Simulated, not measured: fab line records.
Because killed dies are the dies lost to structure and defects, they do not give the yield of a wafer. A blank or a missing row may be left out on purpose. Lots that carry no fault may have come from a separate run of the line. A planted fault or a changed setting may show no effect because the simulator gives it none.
Chamber matching | flow n5_finfet | rie_diel-02 running N5_MOL_CONTACT_COAG_STRIP_96: 4 sister chambers
The step strips in N2/H2. 24 wafers are shown with their chamber, then 12 later ones without.

## WAFERS PAIRED WITH THEIR CHAMBERS
wafer  | chamber | showerhead_plenum_p_Torr (Torr) | throttle_valve_pct (%) | oes_product_au (a.u.)
L074.1 | 2       | 3.52                            | 18.4                   | 0.89
L074.2 | 0       | 3.39                            | 19.0                   | 0.80
L074.3 | 1       | 3.56                            | 18.9                   | 0.82
L076.3 | 1       | 3.56                            | 18.9                   | 0.81
L076.4 | 0       | 3.39                            | 19.0                   | 0.79
L076.5 | 3       | 3.40                            | 19.0                   | 0.77
L077.4 | 0       | 3.39                            | 19.0                   | 0.78
L077.5 | 1       | 3.56                            | 19.0                   | 0.83
L077.6 | 2       | 3.52                            | 18.4                   | 0.88
L079.1 | 1       | 3.56                            | 19.0                   | 0.80
L079.2 | 3       | 3.40                            | 19.1                   | 0.77
L079.3 | 0       | 3.38                            | 19.0                   | 0.79
L080.2 | 1       | 3.55                            | 18.9                   | 0.81
L080.4 | 1       | 3.55                            | 19.0                   | 0.80
L080.5 | 0       | 3.38                            | 19.1                   | 0.79
L083.1 | 2       | 3.51                            | 18.4                   | 0.86
L083.3 | 0       | 3.38                            | 19.1                   | 0.77
L083.4 | 1       | 3.55                            | 19.0                   | 0.79
L087.1 | 2       | 3.51                            | 18.4                   | 0.85
L087.2 | 1       | 3.55                            | 19.0                   | 0.79
L087.3 | 2       | 3.51                            | 18.4                   | 0.86
L087.4 | 1       | 3.55                            | 19.0                   | 0.80
L087.5 | 2       | 3.51                            | 18.4                   | 0.85
L087.6 | 1       | 3.55                            | 19.0                   | 0.80

SIGNATURES (averages over the wafers above)
reading                  | chamber 0 | chamber 1 | chamber 2 | chamber 3 | scatter within a chamber
showerhead_plenum_p_Torr | 3.3850    | 3.5540    | 3.5133    | 3.4000    | 0.00512
throttle_valve_pct       | 19.033    | 18.970    | 18.400    | 19.050    | 0.0443
oes_product_au           | 0.7867    | 0.8050    | 0.8650    | 0.7700    | 0.0129
Rule: for a wafer and a chamber, the distance is found by dividing, reading by reading, the gap between the wafer's reading and the chamber's mean by the reading's scatter, squaring, summing and taking the root. The wafer belongs to the nearest chamber; if the next one is less than 2 further off, it can't be placed. The scatter: the root of (the sum of the squares of (reading less its chamber's mean) over the shown wafers, divided by (wafers less chambers)).

## WAFERS WITHOUT THEIR CHAMBER
wafer  | showerhead_plenum_p_Torr (Torr) | throttle_valve_pct (%) | oes_product_au (a.u.)
L088.3 | 3.39                            | 19.1                   | 0.76
L088.4 | 3.51                            | 18.4                   | 0.85
L088.5 | 3.39                            | 19.1                   | 0.76
L089.1 | 3.39                            | 19.1                   | 0.75
L089.3 | 3.51                            | 18.4                   | 0.83
L089.6 | 3.55                            | 19.0                   | 0.79
L090.1 | 3.39                            | 19.1                   | 0.74
L090.2 | 3.38                            | 19.1                   | 0.77
L090.3 | 3.54                            | 19.0                   | 0.78
L092.1 | 3.37                            | 19.1                   | 0.76
L092.3 | 3.38                            | 19.1                   | 0.74
L092.4 | 3.50                            | 18.4                   | 0.83

## WHICH CHAMBER EACH ONE RAN IN
wafer  | from the rows above     | in truth
L088.3 | can't be placed: 3 or 0 | 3
L088.4 | 2                       | 2
L088.5 | can't be placed: 3 or 0 | 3
L089.1 | can't be placed: 3 or 0 | 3
L089.3 | 2                       | 2
L089.6 | 1                       | 1
L090.1 | can't be placed: 3 or 0 | 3
L090.2 | can't be placed: 0 or 3 | 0
L090.3 | 1                       | 1
L092.1 | 0                       | 0
L092.3 | can't be placed: 0 or 3 | 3
L092.4 | 2                       | 2
Correct placement for 6 of the 12. Can't be placed from these rows: 6 (the true chamber is among the candidates in 6). Placed wrongly: 0.
